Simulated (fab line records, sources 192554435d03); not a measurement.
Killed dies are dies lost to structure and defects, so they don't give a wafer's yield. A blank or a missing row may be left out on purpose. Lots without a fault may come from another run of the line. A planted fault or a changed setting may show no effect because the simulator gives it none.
Chamber matching | flow n5_finfet | N5_BEOL_M14_STRIP_37 on rie_diel-01: 4 sister chambers
The step strips in O2. 4 wafers are shown with their chamber, then 9 later ones without.

WAFERS WITH THEIR CHAMBER
wafer  | chamber | showerhead_plenum_p_Torr (Torr)
L088.2 | 3       | 2.21
L086.1 | 2       | 2.10
L086.2 | 1       | 2.20
L086.5 | 0       | 2.07

WAFERS WITHOUT THEIR CHAMBER
wafer  | showerhead_plenum_p_Torr (Torr)
L092.2 | 2.10
L092.5 | 2.21
L092.6 | 2.10
L095.1 | 2.10
L095.5 | 2.06
L095.6 | 2.20
L097.1 | 2.10
L097.4 | 2.21
L097.5 | 2.10

WHICH CHAMBER EACH WENT THROUGH
wafer  | from the rows above | in truth
L092.2 | 2                   | 2
L092.5 | 3                   | 3
L092.6 | 2                   | 2
L095.1 | 2                   | 2
L095.5 | 0                   | 0
L095.6 | 1                   | 1
L097.1 | 2                   | 2
L097.4 | 3                   | 3
L097.5 | 2                   | 2
Placed correctly: 9 of 9. Can't be placed from these rows: 0. Placed wrongly: 0.
How it was worked out, from the rows above alone: a wafer's distance from a chamber is the root of the sum, over the readings, of the square of ((its reading less the chamber's mean) divided by the reading's scatter). The wafer belongs to the nearest chamber; if the next one is less than 2 further off, it can't be placed. A chamber's mean is the mean of its shown wafers. The scatter: with one shown wafer a chamber, the root of the mean of the squares of how far each hidden wafer lies from its nearest shown one.
